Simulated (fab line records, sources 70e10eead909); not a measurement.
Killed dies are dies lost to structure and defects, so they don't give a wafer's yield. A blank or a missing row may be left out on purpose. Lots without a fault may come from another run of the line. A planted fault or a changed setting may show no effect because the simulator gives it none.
Tool commonality check | flow nand_harc | 12 lots, 36 wafers sampled

WHY IT WAS OPENED
At NHARC_P_M2_CD_MEAS_09 the reading cd_nm is flagged on 2 of 12 lots. Wafers without a fault read 169.9 nm, standard deviation 0.65.
Rule: a lot is flagged when every wafer of it that has a number lies more than 4 standard deviations from that mean, or none has a number. The other lots count as sound.

lot  | measured     | on        | cd_nm (nm), wafer by wafer | flag
L154 | day 6 08:30  | cd_sem-01 | 170.4 169.8 170.1          |
L157 | day 7 20:07  | cd_sem-01 | 169.1 169.0 169.6          |
L159 | day 8 08:20  | cd_sem-02 | 169.2 171.5 169.7          |
L162 | day 9 17:02  | cd_sem-01 | 170.0 171.8 170.3          |
L165 | day 10 22:41 | cd_sem-03 | 170.7 169.8 169.6          |
L168 | day 12 06:45 | cd_sem-03 | 169.6 170.4 170.0          |
L167 | day 12 07:59 | cd_sem-02 | 169.9 171.0 168.7          |
L169 | day 12 14:11 | cd_sem-03 | 169.8 169.4 169.7          |
L172 | day 13 19:57 | cd_sem-01 | 121.7 121.0 121.2          | FLAGGED
L173 | day 14 05:08 | cd_sem-02 | 120.7 120.7 121.7          | FLAGGED
L176 | day 15 14:40 | cd_sem-03 | 170.5 170.2 169.3          |
L177 | day 16 01:54 | cd_sem-03 | 168.6 170.5 169.7          |
The numbers of the flagged lots are 121.2 nm on average: -48.7 nm against the usual, or -75 standard deviations.

WHICH TOOL RAN EACH LOT
The record holds 3 process steps before the reading, out of a route of 1302 steps. In each cell: the tool, then ch and the chambers that the sampled wafers went through, then the start.
lot  | flag    | NHARC_P_M1_CMP_23             | NHARC_P_M1_DEP_33               | NHARC_P_M2_PEB_07
L154 |         | cmp-03 ch 1,2,3, day 6 06:50  | pecvd-01 ch 0,1,2, day 6 07:25  | litho_track-06 ch 0, day 6 08:25
L157 |         | cmp-02 ch 1,2,3, day 7 18:19  | pecvd-01 ch 0,2, day 7 18:58    | litho_track-06 ch 0, day 7 20:02
L159 |         | cmp-04 ch 0,3, day 8 06:32    | pecvd-02 ch 0,1, day 8 07:10    | litho_track-06 ch 0, day 8 08:15
L162 |         | cmp-02 ch 0,1, day 9 15:09    | pecvd-03 ch 0,1,2, day 9 15:54  | litho_track-06 ch 0, day 9 16:58
L165 |         | cmp-04 ch 0,1,3, day 10 19:33 | pecvd-01 ch 0,1, day 10 21:16   | litho_track-06 ch 0, day 10 22:37
L168 |         | cmp-04 ch 1,2,3, day 12 05:02 | pecvd-01 ch 1,2, day 12 05:40   | litho_track-04 ch 0, day 12 06:40
L167 |         | cmp-02 ch 0,1,2, day 12 06:06 | pecvd-02 ch 0,1, day 12 06:46   | litho_track-01 ch 0, day 12 07:55
L169 |         | cmp-02 ch 0,2, day 12 12:10   | pecvd-01 ch 1,2, day 12 12:46   | litho_track-06 ch 0, day 12 14:06
L172 | FLAGGED | cmp-04 ch 1,3, day 13 18:13   | pecvd-01 ch 0,1,2, day 13 18:53 | litho_track-06 ch 0, day 13 19:52
L173 | FLAGGED | cmp-02 ch 0,2,3, day 14 03:16 | pecvd-03 ch 0,1, day 14 03:58   | litho_track-06 ch 0, day 14 05:03
L176 |         | cmp-02 ch 0,2,3, day 15 12:47 | pecvd-01 ch 0,1,2, day 15 13:28 | litho_track-04 ch 0, day 15 14:35
L177 |         | cmp-04 ch 1,2,3, day 16 00:11 | pecvd-02 ch 0,1,2, day 16 00:47 | litho_track-04 ch 0, day 16 01:49
What these steps do:
- NHARC_P_M1_CMP_23: polishes, t overpolish 20 s, target thk 157.82 nm.
- NHARC_P_M1_DEP_33: deposits SiCN, target thk 30 nm.
- NHARC_P_M2_PEB_07: peb time 65 s.
- NHARC_P_M2_CD_MEAS_09: target cd 170 nm.

FLAGGED OVER TOTAL, TOOL BY TOOL (the gauges that took the reading come last)
step                  | tool           | lots run | flagged | share of the flagged lots | sound lots run after its first flagged lot
NHARC_P_M1_CMP_23     | cmp-02         | 6        | 1       | some                      | 1 (L176)
NHARC_P_M1_CMP_23     | cmp-03         | 1        | 0       | none                      | -
NHARC_P_M1_CMP_23     | cmp-04         | 5        | 1       | some                      | 1 (L177)
NHARC_P_M1_DEP_33     | pecvd-01       | 7        | 1       | some                      | 1 (L176)
NHARC_P_M1_DEP_33     | pecvd-02       | 3        | 0       | none                      | -
NHARC_P_M1_DEP_33     | pecvd-03       | 2        | 1       | some                      | 0
NHARC_P_M2_PEB_07     | litho_track-01 | 1        | 0       | none                      | -
NHARC_P_M2_PEB_07     | litho_track-04 | 3        | 0       | none                      | -
NHARC_P_M2_PEB_07     | litho_track-06 | 8        | 2       | all                       | 0
NHARC_P_M2_CD_MEAS_09 | cd_sem-01      | 4        | 1       | some                      | 0
NHARC_P_M2_CD_MEAS_09 | cd_sem-02      | 3        | 1       | some                      | 0
NHARC_P_M2_CD_MEAS_09 | cd_sem-03      | 5        | 0       | none                      | -

WHAT THE TABLE ALLOWS
1 row of the table ran every flagged lot: litho_track-06 at NHARC_P_M2_PEB_07.
- litho_track-06 at NHARC_P_M2_PEB_07: 2 of its 8 lots flagged. Its last sound lot is L169 (day 12 14:06), its first flagged lot L172 (day 13 19:52): a fault that began between those two fits. Its own readings lie more than 4 standard deviations out on every wafer of the flagged lots: heater_power_total_W.
One tool is left: litho_track-06 at NHARC_P_M2_PEB_07.

WHAT THE SIMULATOR HAD PUT IN
Process parameter drift: litho_track-06, from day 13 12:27 on, at NHARC_P_M2_PEB_07. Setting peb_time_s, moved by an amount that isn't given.
Lots struck among those shown: L172, L173. The rule above found the same.
